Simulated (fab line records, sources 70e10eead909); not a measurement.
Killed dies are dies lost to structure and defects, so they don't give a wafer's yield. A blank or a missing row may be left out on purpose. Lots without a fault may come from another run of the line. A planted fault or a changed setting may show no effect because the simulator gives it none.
Which tool did it? | flow nand_harc | 24 lots, 72 wafers sampled, at 6 steps of a route of 1159

WHAT THE GAUGES READ, wafer by wafer
The record holds no reading of a measuring or inspecting step that can be judged against a usual standard deviation.

WHICH TOOL RAN EACH LOT (tool, then ch and the chambers of the sampled wafers, then the start)
lot  | NHARC_A_STAIRCASE_ETCH_230                    | NHARC_A_STAIRCASE_ETCH_234                    | NHARC_A_STAIRCASE_STRIP_238          | NHARC_A_STAIRCASE_HM_DEP_456  | NHARC_A_STAIRCASE_ETCH_294                    | NHARC_A_STAIRCASE_HM_DEP_462
L074 | rie_diel-12 ch 0,3, day 11 09:52 or earlier   | rie_diel-12 ch 0,1,3, day 11 09:52 or earlier | plasma_asher-01 ch 0,1, day 11 09:52 | acl_dep-01 ch 0, day 11 12:25 | rie_diel-12 ch 0,3, day 11 17:29 or earlier   | acl_dep-03 ch 0, day 11 17:29
L076 | rie_diel-07 ch 0,2, day 11 16:28 or earlier   | rie_diel-07 ch 1,2,3, day 11 16:28 or earlier | plasma_asher-02 ch 0,1, day 11 16:28 | acl_dep-01 ch 0, day 11 21:14 | rie_diel-12 ch 1,3, day 12 02:43 or earlier   | acl_dep-02 ch 0, day 12 02:43
L075 | rie_diel-11 ch 0,3, day 11 17:26 or earlier   | rie_diel-11 ch 0,2, day 11 17:26 or earlier   | plasma_asher-02 ch 0,1, day 11 17:26 | acl_dep-03 ch 0, day 11 21:56 | rie_diel-11 ch 1,3, day 12 03:08 or earlier   | acl_dep-03 ch 0, day 12 03:08
L077 | rie_diel-07 ch 0,1,3, day 12 04:12 or earlier | rie_diel-07 ch 1,2, day 12 04:12 or earlier   | plasma_asher-01 ch 0,1, day 12 04:12 | acl_dep-02 ch 0, day 12 07:16 | rie_diel-07 ch 0,1,2, day 12 12:23 or earlier | acl_dep-01 ch 0, day 12 12:23
L078 | rie_diel-07 ch 0,2,3, day 12 06:23 or earlier | rie_diel-07 ch 0,1, day 12 06:23 or earlier   | plasma_asher-02 ch 1, day 12 06:23   | acl_dep-02 ch 0, day 12 08:53 | rie_diel-12 ch 0,1,2, day 12 14:08 or earlier | acl_dep-02 ch 0, day 12 14:08
L079 | rie_diel-12 ch 0,2,3, day 12 09:51 or earlier | rie_diel-12 ch 0,1,2, day 12 09:51 or earlier | plasma_asher-01 ch 0,1, day 12 09:51 | acl_dep-02 ch 0, day 12 12:37 | rie_diel-07 ch 0,1,3, day 12 18:05 or earlier | acl_dep-03 ch 0, day 12 18:05
L082 | rie_diel-12 ch 0,3, day 13 02:32 or earlier   | rie_diel-12 ch 0,3, day 13 02:32 or earlier   | plasma_asher-01 ch 0,1, day 13 02:32 | acl_dep-02 ch 0, day 13 07:28 | rie_diel-07 ch 0,1,2, day 13 17:19 or earlier | acl_dep-02 ch 0, day 13 17:19
L080 | rie_diel-11 ch 0,1,3, day 13 03:37 or earlier | rie_diel-11 ch 1,2,3, day 13 03:37 or earlier | plasma_asher-02 ch 0,1, day 13 03:37 | acl_dep-03 ch 0, day 13 10:28 | rie_diel-12 ch 0,1,2, day 13 22:28 or earlier | acl_dep-02 ch 0, day 13 22:28
L083 | rie_diel-12 ch 1,2,3, day 13 11:48 or earlier | rie_diel-12 ch 0,1, day 13 11:48 or earlier   | plasma_asher-02 ch 1, day 13 11:48   | acl_dep-01 ch 0, day 13 19:11 | rie_diel-12 ch 1,2, day 14 05:20 or earlier   | acl_dep-01 ch 0, day 14 05:20
L081 | rie_diel-07 ch 0,2,3, day 13 12:24 or earlier | rie_diel-07 ch 0,2,3, day 13 12:24 or earlier | plasma_asher-01 ch 0,1, day 13 12:24 | acl_dep-01 ch 0, day 13 21:56 | rie_diel-07 ch 0,1,2, day 14 07:20 or earlier | acl_dep-02 ch 0, day 14 07:20
L084 | rie_diel-11 ch 0,1,3, day 14 00:11 or earlier | rie_diel-11 ch 0,1,3, day 14 00:11 or earlier | plasma_asher-01 ch 0,1, day 14 00:11 | acl_dep-03 ch 0, day 14 06:26 | rie_diel-11 ch 0,3, day 14 12:59 or earlier   | acl_dep-03 ch 0, day 14 12:59
L086 | rie_diel-12 ch 0,1,3, day 14 12:34 or earlier | rie_diel-12 ch 1,2,3, day 14 12:34 or earlier | plasma_asher-02 ch 0,1, day 14 12:34 | acl_dep-03 ch 0, day 14 15:23 | rie_diel-11 ch 0,1,3, day 14 20:32 or earlier | acl_dep-02 ch 0, day 14 20:32
L087 | rie_diel-12 ch 1,3, day 14 13:31 or earlier   | rie_diel-12 ch 0,1, day 14 13:31 or earlier   | plasma_asher-02 ch 0, day 14 13:31   | acl_dep-01 ch 0, day 14 15:59 | rie_diel-07 ch 0,2,3, day 14 21:13 or earlier | acl_dep-03 ch 0, day 14 21:13
L085 | rie_diel-07 ch 0,1,2, day 14 14:55 or earlier | rie_diel-07 ch 0,2, day 14 14:55 or earlier   | plasma_asher-01 ch 0,1, day 14 14:55 | acl_dep-02 ch 0, day 14 17:51 | rie_diel-12 ch 0,3, day 14 22:53 or earlier   | acl_dep-01 ch 0, day 14 22:53
L089 | rie_diel-11 ch 1,2,3, day 14 22:31 or earlier | rie_diel-11 ch 0,1,2, day 14 22:31 or earlier | plasma_asher-02 ch 0,1, day 14 22:31 | acl_dep-01 ch 0, day 15 01:02 | rie_diel-12 ch 0,1,2, day 15 05:59 or earlier | acl_dep-01 ch 0, day 15 05:59
L088 | rie_diel-12 ch 1,3, day 14 23:02 or earlier   | rie_diel-12 ch 2,3, day 14 23:02 or earlier   | plasma_asher-01 ch 0,1, day 14 23:02 | acl_dep-02 ch 0, day 15 01:27 | rie_diel-07 ch 0,3, day 15 06:31 or earlier   | acl_dep-02 ch 0, day 15 06:31
L090 | rie_diel-11 ch 1,2,3, day 15 05:13 or earlier | rie_diel-11 ch 0,1,3, day 15 05:13 or earlier | plasma_asher-01 ch 0,1, day 15 05:13 | acl_dep-03 ch 0, day 15 07:44 | rie_diel-11 ch 1,2, day 15 13:27 or earlier   | acl_dep-01 ch 0, day 15 13:27
L091 | rie_diel-12 ch 0,2,3, day 15 12:38 or earlier | rie_diel-12 ch 0,2, day 15 12:38 or earlier   | plasma_asher-01 ch 0,1, day 15 12:38 | acl_dep-01 ch 0, day 15 15:55 | rie_diel-11 ch 1,2,3, day 15 22:14 or earlier | acl_dep-01 ch 0, day 15 22:14
L094 | rie_diel-07 ch 0,2,3, day 15 19:12 or earlier | rie_diel-07 ch 0,2,3, day 15 19:12 or earlier | plasma_asher-02 ch 0,1, day 15 19:12 | acl_dep-03 ch 0, day 15 22:14 | rie_diel-11 ch 0,1, day 16 04:00 or earlier   | acl_dep-02 ch 0, day 16 04:00
L092 | rie_diel-12 ch 0,2,3, day 16 08:38 or earlier | rie_diel-12 ch 0,1,3, day 16 08:38 or earlier | plasma_asher-01 ch 0,1, day 16 08:38 | acl_dep-03 ch 0, day 16 11:37 | rie_diel-12 ch 1,2, day 16 17:23 or earlier   | acl_dep-03 ch 0, day 16 17:23
L095 | rie_diel-07 ch 0,1,3, day 16 09:00 or earlier | rie_diel-07 ch 0,2,3, day 16 09:00 or earlier | plasma_asher-02 ch 0,1, day 16 09:00 | acl_dep-01 ch 0, day 16 11:38 | rie_diel-12 ch 0,1,3, day 16 18:39 or earlier | acl_dep-01 ch 0, day 16 18:39
L093 | rie_diel-07 ch 0,1, day 16 12:10 or earlier   | rie_diel-07 ch 0,1,2, day 16 12:10 or earlier | plasma_asher-01 ch 0,1, day 16 12:10 | acl_dep-02 ch 0, day 16 16:13 | rie_diel-12 ch 0,1,2, day 16 22:54 or earlier | acl_dep-02 ch 0, day 16 22:54
L096 | rie_diel-11 ch 1,2,3, day 16 21:01 or earlier | rie_diel-11 ch 2,3, day 16 21:01 or earlier   | plasma_asher-01 ch 0,1, day 16 21:01 | acl_dep-01 ch 0, day 17 01:17 | rie_diel-11 ch 0,3, day 17 06:35 or earlier   | acl_dep-02 ch 0, day 17 06:35
L097 | rie_diel-07 ch 0,1,2, day 17 17:35 or earlier | rie_diel-07 ch 0,1,2, day 17 17:35 or earlier | plasma_asher-01 ch 0,1, day 17 17:35 | acl_dep-02 ch 0, day 17 21:30 | rie_diel-11 ch 0,2,3, day 18 03:43 or earlier | acl_dep-02 ch 0, day 18 03:43
- NHARC_A_STAIRCASE_ETCH_230: etches the open film in C4F8/O2, target depth 100 nm, time 40.5 s.
- NHARC_A_STAIRCASE_ETCH_234: etches the open film in C4F8/O2, target depth 100 nm, time 40.5 s.
- NHARC_A_STAIRCASE_STRIP_238: strips in O2.
- NHARC_A_STAIRCASE_HM_DEP_456: deposits aC, target thk 1500 nm.
- NHARC_A_STAIRCASE_ETCH_294: etches the open film in C4F8/O2/Ar, target depth 4992 nm, time 1212.4 s.
- NHARC_A_STAIRCASE_HM_DEP_462: deposits aC, target thk 800 nm.

WHAT THE TOOLS THEMSELVES READ (means of the sampled wafers that have a number; where no wafer has one, the mark that the record gives instead)
NHARC_A_STAIRCASE_ETCH_230. Usual: oes_product_au 0.949 a.u., standard deviation 0.017; rf_fwd_power_W 592.7 W, standard deviation 2; rf_vpp_V 897 V, standard deviation 5.
lot  | tool        | oes_product_au (a.u.) | rf_fwd_power_W (W) | rf_vpp_V (V) | flag
L074 | rie_diel-12 | 0.958                 | 592.2              | 898          |
L076 | rie_diel-07 | 0.958                 | 592.1              | 899          |
L075 | rie_diel-11 | 0.941                 | 592.6              | 898          |
L077 | rie_diel-07 | 0.938                 | 593.0              | 897          |
L078 | rie_diel-07 | 0.941                 | 592.4              | 898          |
L079 | rie_diel-12 | 0.947                 | 593.9              | 899          |
L082 | rie_diel-12 | 0.942                 | 591.9              | 896          |
L080 | rie_diel-11 | 0.942                 | 591.1              | 900          |
L083 | rie_diel-12 | 0.943                 | 592.4              | 901          |
L081 | rie_diel-07 | 0.961                 | 592.5              | 898          |
L084 | rie_diel-11 | 0.935                 | 593.1              | 899          |
L086 | rie_diel-12 | 0.934                 | 591.2              | 897          |
L087 | rie_diel-12 | 0.947                 | 593.8              | 899          |
L085 | rie_diel-07 | 0.936                 | 593.9              | 895          |
L089 | rie_diel-11 | 0.935                 | 591.9              | 896          |
L088 | rie_diel-12 | 0.953                 | 591.8              | 899          |
L090 | rie_diel-11 | 0.968                 | 592.0              | 896          |
L091 | rie_diel-12 | 0.975                 | 592.2              | 899          |
L094 | rie_diel-07 | 0.973                 | 591.4              | 898          |
L092 | rie_diel-12 | 0.931                 | 594.4              | 898          |
L095 | rie_diel-07 | 0.978                 | 591.7              | 896          |
L093 | rie_diel-07 | 0.956                 | 592.8              | 891          |
L096 | rie_diel-11 | 0.946                 | 592.1              | 902          |
L097 | rie_diel-07 | 0.935                 | 594.4              | 895          |

NHARC_A_STAIRCASE_ETCH_234. Usual: oes_product_au 0.943 a.u., standard deviation 0.012; rf_fwd_power_W 592.5 W, standard deviation 2.2; rf_vpp_V 898 V, standard deviation 4.8.
lot  | tool        | oes_product_au (a.u.) | rf_fwd_power_W (W) | rf_vpp_V (V) | flag
L074 | rie_diel-12 | 0.955                 | 593.4              | 899          |
L076 | rie_diel-07 | 0.952                 | 593.5              | 900          |
L075 | rie_diel-11 | 0.957                 | 592.0              | 891          |
L077 | rie_diel-07 | 0.928                 | 595.8              | 896          |
L078 | rie_diel-07 | 0.931                 | 591.5              | 891          |
L079 | rie_diel-12 | 0.950                 | 594.5              | 899          |
L082 | rie_diel-12 | 0.950                 | 592.3              | 898          |
L080 | rie_diel-11 | 0.938                 | 589.8              | 897          |
L083 | rie_diel-12 | 0.943                 | 593.2              | 898          |
L081 | rie_diel-07 | 0.943                 | 590.5              | 899          |
L084 | rie_diel-11 | 0.934                 | 591.8              | 899          |
L086 | rie_diel-12 | 0.930                 | 592.1              | 900          |
L087 | rie_diel-12 | 0.940                 | 594.0              | 898          |
L085 | rie_diel-07 | 0.925                 | 589.9              | 898          |
L089 | rie_diel-11 | 0.941                 | 592.4              | 895          |
L088 | rie_diel-12 | 0.942                 | 593.9              | 900          |
L090 | rie_diel-11 | 0.945                 | 591.4              | 899          |
L091 | rie_diel-12 | 0.955                 | 592.5              | 900          |
L094 | rie_diel-07 | 0.950                 | 591.2              | 899          |
L092 | rie_diel-12 | 0.956                 | 593.1              | 898          |
L095 | rie_diel-07 | 0.944                 | 591.3              | 898          |
L093 | rie_diel-07 | 0.954                 | 591.2              | 895          |
L096 | rie_diel-11 | 0.949                 | 591.8              | 904          |
L097 | rie_diel-07 | 0.934                 | 591.9              | 895          |

NHARC_A_STAIRCASE_STRIP_238. Usual: drypump_motor_current_A 5.8 A, standard deviation 0.4; heater_power_w 313 W, standard deviation 34.
lot  | tool            | drypump_motor_current_A (A) | heater_power_w (W) | flag
L074 | plasma_asher-01 | 5.5                         | 329                |
L076 | plasma_asher-02 | 6.2                         | 290                |
L075 | plasma_asher-02 | 6.2                         | 271                |
L077 | plasma_asher-01 | 5.4                         | 328                |
L078 | plasma_asher-02 | 6.2                         | 253                |
L079 | plasma_asher-01 | 5.7                         | 338                |
L082 | plasma_asher-01 | 5.7                         | 339                |
L080 | plasma_asher-02 | 6.2                         | 290                |
L083 | plasma_asher-02 | 6.2                         | 250                |
L081 | plasma_asher-01 | 5.7                         | 334                |
L084 | plasma_asher-01 | 5.7                         | 334                |
L086 | plasma_asher-02 | 6.2                         | 297                |
L087 | plasma_asher-02 | 6.2                         | 313                |
L085 | plasma_asher-01 | 5.7                         | 342                |
L089 | plasma_asher-02 | 6.2                         | 293                |
L088 | plasma_asher-01 | 5.5                         | 331                |
L090 | plasma_asher-01 | 5.7                         | 336                |
L091 | plasma_asher-01 | 5.4                         | 335                |
L094 | plasma_asher-02 | 6.2                         | 293                |
L092 | plasma_asher-01 | 5.7                         | 335                |
L095 | plasma_asher-02 | 6.2                         | 279                |
L093 | plasma_asher-01 | 5.5                         | 330                |
L096 | plasma_asher-01 | 5.7                         | 341                |
L097 | plasma_asher-01 | 5.7                         | 335                |

NHARC_A_STAIRCASE_HM_DEP_456. Usual: throttle_valve_pct 35.002 %, standard deviation 0.0086.
lot  | tool       | throttle_valve_pct (%) | flag
L074 | acl_dep-01 | 35.002                 |
L076 | acl_dep-01 | 35.003                 |
L075 | acl_dep-03 | 34.994                 |
L077 | acl_dep-02 | 35.004                 |
L078 | acl_dep-02 | 35.006                 |
L079 | acl_dep-02 | 34.996                 |
L082 | acl_dep-02 | 34.996                 |
L080 | acl_dep-03 | 35.002                 |
L083 | acl_dep-01 | 35.005                 |
L081 | acl_dep-01 | 35.008                 |
L084 | acl_dep-03 | 35.009                 |
L086 | acl_dep-03 | 35.002                 |
L087 | acl_dep-01 | 34.998                 |
L085 | acl_dep-02 | 35.002                 |
L089 | acl_dep-01 | 35.003                 |
L088 | acl_dep-02 | 34.999                 |
L090 | acl_dep-03 | 35.001                 |
L091 | acl_dep-01 | 35.003                 |
L094 | acl_dep-03 | 35.004                 |
L092 | acl_dep-03 | 35.002                 |
L095 | acl_dep-01 | 35.003                 |
L093 | acl_dep-02 | 35.005                 |
L096 | acl_dep-01 | 35.006                 |
L097 | acl_dep-02 | 35.008                 |

NHARC_A_STAIRCASE_ETCH_294. Usual: oes_product_au 0.936 a.u., standard deviation 0.011; rf_fwd_power_W 599.5 W, standard deviation 1.7; rf_vpp_V 1830 V, standard deviation 9.6.
lot  | tool        | oes_product_au (a.u.) | rf_fwd_power_W (W) | rf_vpp_V (V) | flag
L074 | rie_diel-12 | 0.943                 | 599.1              | 1831         |
L076 | rie_diel-12 | 0.931                 | 596.9              | 1835         |
L075 | rie_diel-11 | 0.945                 | 598.8              | 1835         |
L077 | rie_diel-07 | 0.921                 | 601.0              | 1826         |
L078 | rie_diel-12 | 0.943                 | 597.4              | 1833         |
L079 | rie_diel-07 | 0.929                 | 599.6              | 1827         |
L082 | rie_diel-07 | 0.929                 | 598.9              | 1826         |
L080 | rie_diel-12 | 0.929                 | 598.9              | 1832         |
L083 | rie_diel-12 | 0.925                 | 597.9              | 1835         |
L081 | rie_diel-07 | 0.933                 | 600.1              | 1826         |
L084 | rie_diel-11 | 0.938                 | 599.3              | 1830         |
L086 | rie_diel-11 | 0.931                 | 598.3              | 1833         |
L087 | rie_diel-07 | 0.931                 | 599.9              | 1834         |
L085 | rie_diel-12 | 0.937                 | 598.9              | 1830         |
L089 | rie_diel-12 | 0.951                 | 599.5              | 1831         |
L088 | rie_diel-07 | 0.928                 | 599.2              | 1827         |
L090 | rie_diel-11 | 0.924                 | 600.0              | 1827         |
L091 | rie_diel-11 | 0.937                 | 600.1              | 1826         |
L094 | rie_diel-11 | 0.932                 | 600.1              | 1835         |
L092 | rie_diel-12 | 0.933                 | 599.2              | 1834         |
L095 | rie_diel-12 | 0.936                 | 602.2              | 1830         |
L093 | rie_diel-12 | 0.947                 | 599.3              | 1831         |
L096 | rie_diel-11 | 0.948                 | 601.0              | 1830         |
L097 | rie_diel-11 | 0.936                 | 600.2              | 1835         |

NHARC_A_STAIRCASE_HM_DEP_462. Usual: throttle_valve_pct 35.001 %, standard deviation 0.01.
lot  | tool       | throttle_valve_pct (%) | flag
L074 | acl_dep-03 | 35.000                 |
L076 | acl_dep-02 | 34.998                 |
L075 | acl_dep-03 | 35.000                 |
L077 | acl_dep-01 | 35.001                 |
L078 | acl_dep-02 | 35.007                 |
L079 | acl_dep-03 | 35.002                 |
L082 | acl_dep-02 | 34.997                 |
L080 | acl_dep-02 | 35.004                 |
L083 | acl_dep-01 | 34.998                 |
L081 | acl_dep-02 | 35.003                 |
L084 | acl_dep-03 | 35.000                 |
L086 | acl_dep-02 | 35.000                 |
L087 | acl_dep-03 | 35.007                 |
L085 | acl_dep-01 | 34.997                 |
L089 | acl_dep-01 | 35.004                 |
L088 | acl_dep-02 | 35.004                 |
L090 | acl_dep-01 | 35.001                 |
L091 | acl_dep-01 | 34.996                 |
L094 | acl_dep-02 | 34.998                 |
L092 | acl_dep-03 | 34.994                 |
L095 | acl_dep-01 | 34.992                 |
L093 | acl_dep-02 | 34.996                 |
L096 | acl_dep-02 | 35.011                 |
L097 | acl_dep-02 | 35.009                 |

THE ANSWER, worked out from the rows above alone
Rule: a lot is off if the mean of its wafers that have a number lies more than 3 standard deviations from the usual mean. A lot without any number at a reading at which 4 lots or more have one is off too. The other lots that the step has rows for count as sound. The gauges are gone through in route order, then the tools' own readings, and for those a lot's mean is taken as printed above. The first step at which some lot is off is used, and at that step the reading that is off furthest; a lot without a number counts as furthest.
No lot is off at any reading shown: from this, nothing can be told.

WHAT THE SIMULATOR HAD PUT IN
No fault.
